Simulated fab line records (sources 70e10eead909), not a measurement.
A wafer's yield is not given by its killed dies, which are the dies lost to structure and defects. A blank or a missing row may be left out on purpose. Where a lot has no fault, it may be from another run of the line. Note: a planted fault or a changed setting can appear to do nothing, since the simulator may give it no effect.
Which tool was responsible? || flow nand_harc || 15 lots, 45 wafers sampled, at 3 steps of a route of 1159

== WHAT THE GAUGES READ, wafer by wafer ==
NHARC_P_BONDPAD_THK_MEAS_33: measures by ellipsometry.
{"lot": "L907", "measured": "day 7 04:41", "on": "film_metro-01", "thk_nm (nm)": "199.5 199.7 204.1"}
{"lot": "L909", "measured": "day 7 05:21", "on": "film_metro-01", "thk_nm (nm)": "200.5 200.7 200.6"}
{"lot": "L908", "measured": "day 7 06:09", "on": "film_metro-01", "thk_nm (nm)": "199.7 198.5 203.8"}
{"lot": "L911", "measured": "day 7 11:58", "on": "film_metro-02", "thk_nm (nm)": "198.4 200.7 201.5"}
{"lot": "L912", "measured": "day 7 16:10", "on": "film_metro-02", "thk_nm (nm)": "203.8 200.4 201.1"}
{"lot": "L913", "measured": "day 7 21:18", "on": "film_metro-01", "thk_nm (nm)": "202.2 200.5 200.9"}
{"lot": "L914", "measured": "day 7 22:37", "on": "film_metro-02", "thk_nm (nm)": "200.9 201.4 204.2"}
{"lot": "L915", "measured": "day 8 17:35", "on": "film_metro-01", "thk_nm (nm)": "201.4 197.7 201.5"}
{"lot": "L920", "measured": "day 10 03:54", "on": "film_metro-01", "thk_nm (nm)": "200.1 199.3 203.2"}
{"lot": "L923", "measured": "day 10 10:59", "on": "film_metro-02", "thk_nm (nm)": "197.5 196.8 200.3"}
{"lot": "L924", "measured": "day 10 21:22", "on": "film_metro-02", "thk_nm (nm)": "198.4 200.9 198.7"}
{"lot": "L925", "measured": "day 10 21:53", "on": "film_metro-01", "thk_nm (nm)": "200.9 201.3 199.7"}
{"lot": "L926", "measured": "day 11 05:13", "on": "film_metro-01", "thk_nm (nm)": "199.8 200.8 202.6"}
{"lot": "L929", "measured": "day 12 00:13", "on": "film_metro-01", "thk_nm (nm)": "199.2 198.8 199.1"}
{"lot": "L930", "measured": "day 12 06:44", "on": "film_metro-01", "thk_nm (nm)": "198.9 199.0 198.0"}

== EACH LOT AND THE TOOL THAT RAN IT (in order: tool; ch and the chambers of the sampled wafers; start) ==
{"lot": "L907", "NHARC_P_M2_ETCH_35": "rie_diel-11 ch 1,2,3, day 7 00:56", "NHARC_P_M2_ETCH_15": "rie_diel-11 ch 1,2,3, day 7 04:41 or earlier"}
{"lot": "L909", "NHARC_P_M2_ETCH_35": "rie_diel-13 ch 1,2, day 7 01:35", "NHARC_P_M2_ETCH_15": "rie_diel-13 ch 0,1,3, day 7 05:21 or earlier"}
{"lot": "L908", "NHARC_P_M2_ETCH_35": "rie_diel-11 ch 0,2,3, day 7 02:05", "NHARC_P_M2_ETCH_15": "rie_diel-11 ch 0,1,2, day 7 06:09 or earlier"}
{"lot": "L911", "NHARC_P_M2_ETCH_35": "rie_diel-13 ch 1,2,3, day 7 08:02", "NHARC_P_M2_ETCH_15": "rie_diel-13 ch 0,2,3, day 7 11:58 or earlier"}
{"lot": "L912", "NHARC_P_M2_ETCH_35": "rie_diel-11 ch 1,2,3, day 7 12:30", "NHARC_P_M2_ETCH_15": "rie_diel-11 ch 1,2,3, day 7 16:10 or earlier"}
{"lot": "L913", "NHARC_P_M2_ETCH_35": "rie_diel-01 ch 0,3, day 7 17:31", "NHARC_P_M2_ETCH_15": "rie_diel-01 ch 0,1,2, day 7 21:18 or earlier"}
{"lot": "L914", "NHARC_P_M2_ETCH_35": "rie_diel-01 ch 2,3, day 7 18:51", "NHARC_P_M2_ETCH_15": "rie_diel-01 ch 0,1,2, day 7 22:37 or earlier"}
{"lot": "L915", "NHARC_P_M2_ETCH_35": "rie_diel-11 ch 0,1, day 8 13:23", "NHARC_P_M2_ETCH_15": "rie_diel-11 ch 0,3, day 8 17:35 or earlier"}
{"lot": "L920", "NHARC_P_M2_ETCH_35": "rie_diel-11 ch 1,2,3, day 10 00:10", "NHARC_P_M2_ETCH_15": "rie_diel-11 ch 0,1,3, day 10 03:54 or earlier"}
{"lot": "L923", "NHARC_P_M2_ETCH_35": "rie_diel-11 ch 0,1,2, day 10 07:10", "NHARC_P_M2_ETCH_15": "rie_diel-11 ch 0,1, day 10 10:59 or earlier"}
{"lot": "L924", "NHARC_P_M2_ETCH_35": "rie_diel-11 ch 1,2,3, day 10 17:22", "NHARC_P_M2_ETCH_15": "rie_diel-11 ch 1,2,3, day 10 21:22 or earlier"}
{"lot": "L925", "NHARC_P_M2_ETCH_35": "rie_diel-01 ch 0,1,2, day 10 17:59", "NHARC_P_M2_ETCH_15": "rie_diel-01 ch 1,2,3, day 10 21:53 or earlier"}
{"lot": "L926", "NHARC_P_M2_ETCH_35": "rie_diel-01 ch 1,2,3, day 11 01:29", "NHARC_P_M2_ETCH_15": "rie_diel-01 ch 0,1,2, day 11 05:13 or earlier"}
{"lot": "L929", "NHARC_P_M2_ETCH_35": "rie_diel-11 ch 0,1,2, day 11 19:55", "NHARC_P_M2_ETCH_15": "rie_diel-11 ch 1,2, day 12 00:13 or earlier"}
{"lot": "L930", "NHARC_P_M2_ETCH_35": "rie_diel-11 ch 0,1,2, day 12 02:57", "NHARC_P_M2_ETCH_15": "rie_diel-11 ch 0,1,2, day 12 06:44 or earlier"}
- NHARC_P_M2_ETCH_35: etches the open film in N2/H2, target depth 40 nm, overetch 12 nm, time 43.94 s.
- NHARC_P_M2_ETCH_15: etches the open film in C4F8/Ar, target depth 182.5 nm, time 91.2 s.

== WHAT THE TOOLS THEMSELVES READ (means of the sampled wafers that have a number; where no wafer has one, the mark that the record gives instead) ==
NHARC_P_M2_ETCH_35.
{"lot": "L907", "tool": "rie_diel-11", "drypump_motor_current_A (A)": 5.8, "n2_flow_sccm (sccm)": 149.7, "oes_product_au (a.u.)": 1.004, "rf_vpp_V (V)": 430.9, "showerhead_plenum_p_Torr (Torr)": 2.06, "throttle_valve_pct (%)": 14.175}
{"lot": "L909", "tool": "rie_diel-13", "drypump_motor_current_A (A)": 5.8, "n2_flow_sccm (sccm)": 149.7, "oes_product_au (a.u.)": 1.005, "rf_vpp_V (V)": 428.7, "showerhead_plenum_p_Torr (Torr)": 1.97, "throttle_valve_pct (%)": 14.172}
{"lot": "L908", "tool": "rie_diel-11", "drypump_motor_current_A (A)": 5.8, "n2_flow_sccm (sccm)": 149.7, "oes_product_au (a.u.)": 1.004, "rf_vpp_V (V)": 429.4, "showerhead_plenum_p_Torr (Torr)": 2.01, "throttle_valve_pct (%)": 14.168}
{"lot": "L911", "tool": "rie_diel-13", "drypump_motor_current_A (A)": 5.8, "n2_flow_sccm (sccm)": 149.9, "oes_product_au (a.u.)": 1.002, "rf_vpp_V (V)": 431.0, "showerhead_plenum_p_Torr (Torr)": 2.01, "throttle_valve_pct (%)": 14.173}
{"lot": "L912", "tool": "rie_diel-11", "drypump_motor_current_A (A)": 5.7, "n2_flow_sccm (sccm)": 150.1, "oes_product_au (a.u.)": 1.011, "rf_vpp_V (V)": 430.8, "showerhead_plenum_p_Torr (Torr)": 2.06, "throttle_valve_pct (%)": 14.181}
{"lot": "L913", "tool": "rie_diel-01", "drypump_motor_current_A (A)": 5.8, "n2_flow_sccm (sccm)": 150.3, "oes_product_au (a.u.)": 0.980, "rf_vpp_V (V)": 429.3, "showerhead_plenum_p_Torr (Torr)": 1.98, "throttle_valve_pct (%)": 14.174}
{"lot": "L914", "tool": "rie_diel-01", "drypump_motor_current_A (A)": 5.8, "n2_flow_sccm (sccm)": 149.8, "oes_product_au (a.u.)": 0.980, "rf_vpp_V (V)": 432.0, "showerhead_plenum_p_Torr (Torr)": 2.08, "throttle_valve_pct (%)": 14.172}
{"lot": "L915", "tool": "rie_diel-11", "drypump_motor_current_A (A)": 5.5, "n2_flow_sccm (sccm)": 149.4, "oes_product_au (a.u.)": 1.013, "rf_vpp_V (V)": 429.1, "showerhead_plenum_p_Torr (Torr)": 2.01, "throttle_valve_pct (%)": 14.175}
{"lot": "L920", "tool": "rie_diel-11", "drypump_motor_current_A (A)": 5.7, "n2_flow_sccm (sccm)": 149.4, "oes_product_au (a.u.)": 1.005, "rf_vpp_V (V)": 430.6, "showerhead_plenum_p_Torr (Torr)": 2.06, "throttle_valve_pct (%)": 14.161}
{"lot": "L923", "tool": "rie_diel-11", "drypump_motor_current_A (A)": 5.6, "n2_flow_sccm (sccm)": 150.1, "oes_product_au (a.u.)": 1.004, "rf_vpp_V (V)": 427.4, "showerhead_plenum_p_Torr (Torr)": 1.96, "throttle_valve_pct (%)": 14.171}
{"lot": "L924", "tool": "rie_diel-11", "drypump_motor_current_A (A)": 5.7, "n2_flow_sccm (sccm)": 150.2, "oes_product_au (a.u.)": 1.002, "rf_vpp_V (V)": 430.7, "showerhead_plenum_p_Torr (Torr)": 2.06, "throttle_valve_pct (%)": 14.168}
{"lot": "L925", "tool": "rie_diel-01", "drypump_motor_current_A (A)": 5.9, "n2_flow_sccm (sccm)": 149.8, "oes_product_au (a.u.)": 1.006, "rf_vpp_V (V)": 429.5, "showerhead_plenum_p_Torr (Torr)": 1.98, "throttle_valve_pct (%)": 14.171}
{"lot": "L926", "tool": "rie_diel-01", "drypump_motor_current_A (A)": 5.5, "n2_flow_sccm (sccm)": 149.7, "oes_product_au (a.u.)": 0.990, "rf_vpp_V (V)": 430.0, "showerhead_plenum_p_Torr (Torr)": 2.02, "throttle_valve_pct (%)": 14.175}
{"lot": "L929", "tool": "rie_diel-11", "drypump_motor_current_A (A)": 5.6, "n2_flow_sccm (sccm)": 149.8, "oes_product_au (a.u.)": 0.996, "rf_vpp_V (V)": 427.8, "showerhead_plenum_p_Torr (Torr)": 1.96, "throttle_valve_pct (%)": 14.169}
{"lot": "L930", "tool": "rie_diel-11", "drypump_motor_current_A (A)": 5.6, "n2_flow_sccm (sccm)": 149.7, "oes_product_au (a.u.)": 1.000, "rf_vpp_V (V)": 428.5, "showerhead_plenum_p_Torr (Torr)": 1.96, "throttle_valve_pct (%)": 14.169}

NHARC_P_M2_ETCH_15.
{"lot": "L907", "tool": "rie_diel-11", "oes_product_au (a.u.)": 0.931, "rf_vpp_V (V)": 441}
{"lot": "L909", "tool": "rie_diel-13", "oes_product_au (a.u.)": 0.917, "rf_vpp_V (V)": 440}
{"lot": "L908", "tool": "rie_diel-11", "oes_product_au (a.u.)": 0.926, "rf_vpp_V (V)": 439}
{"lot": "L911", "tool": "rie_diel-13", "oes_product_au (a.u.)": 0.928, "rf_vpp_V (V)": 439}
{"lot": "L912", "tool": "rie_diel-11", "oes_product_au (a.u.)": 0.974, "rf_vpp_V (V)": 442}
{"lot": "L913", "tool": "rie_diel-01", "oes_product_au (a.u.)": 0.967, "rf_vpp_V (V)": 439}
{"lot": "L914", "tool": "rie_diel-01", "oes_product_au (a.u.)": 0.975, "rf_vpp_V (V)": 439}
{"lot": "L915", "tool": "rie_diel-11", "oes_product_au (a.u.)": 0.959, "rf_vpp_V (V)": 442}
{"lot": "L920", "tool": "rie_diel-11", "oes_product_au (a.u.)": 0.967, "rf_vpp_V (V)": 441}
{"lot": "L923", "tool": "rie_diel-11", "oes_product_au (a.u.)": 0.936, "rf_vpp_V (V)": 438}
{"lot": "L924", "tool": "rie_diel-11", "oes_product_au (a.u.)": 0.966, "rf_vpp_V (V)": 441}
{"lot": "L925", "tool": "rie_diel-01", "oes_product_au (a.u.)": 0.921, "rf_vpp_V (V)": 440}
{"lot": "L926", "tool": "rie_diel-01", "oes_product_au (a.u.)": 0.932, "rf_vpp_V (V)": 439}
{"lot": "L929", "tool": "rie_diel-11", "oes_product_au (a.u.)": 0.985, "rf_vpp_V (V)": 441}
{"lot": "L930", "tool": "rie_diel-11", "oes_product_au (a.u.)": 0.974, "rf_vpp_V (V)": 439}

== THE ANSWER, worked out from the rows above alone ==
Rule: the lots themselves supply what counts as usual. The widest of any qualifying gaps counts: lots, ordered by their means at a reading, are off when they make up no more than a third of the lots, leave a main group of 4 or more, and stand apart from it by 3 or more times the standard deviation of that group's means. The tables above print the reading to a certain number of digits; a main group whose means all agree to those digits is not used. Also off: a lot with no number at a reading for which 4 or more lots have one. Where the step has rows for the other lots, those lots are counted as sound. First the gauges in route order, then the tools' own readings, where a lot's mean is used as printed above. At the first step where some lot is off, the reading lying furthest off is the one used; lots without a number count as furthest.
Nothing can be told from this: no lot is off at any reading shown.

== WHAT HAD BEEN PUT IN BY THE SIMULATOR ==
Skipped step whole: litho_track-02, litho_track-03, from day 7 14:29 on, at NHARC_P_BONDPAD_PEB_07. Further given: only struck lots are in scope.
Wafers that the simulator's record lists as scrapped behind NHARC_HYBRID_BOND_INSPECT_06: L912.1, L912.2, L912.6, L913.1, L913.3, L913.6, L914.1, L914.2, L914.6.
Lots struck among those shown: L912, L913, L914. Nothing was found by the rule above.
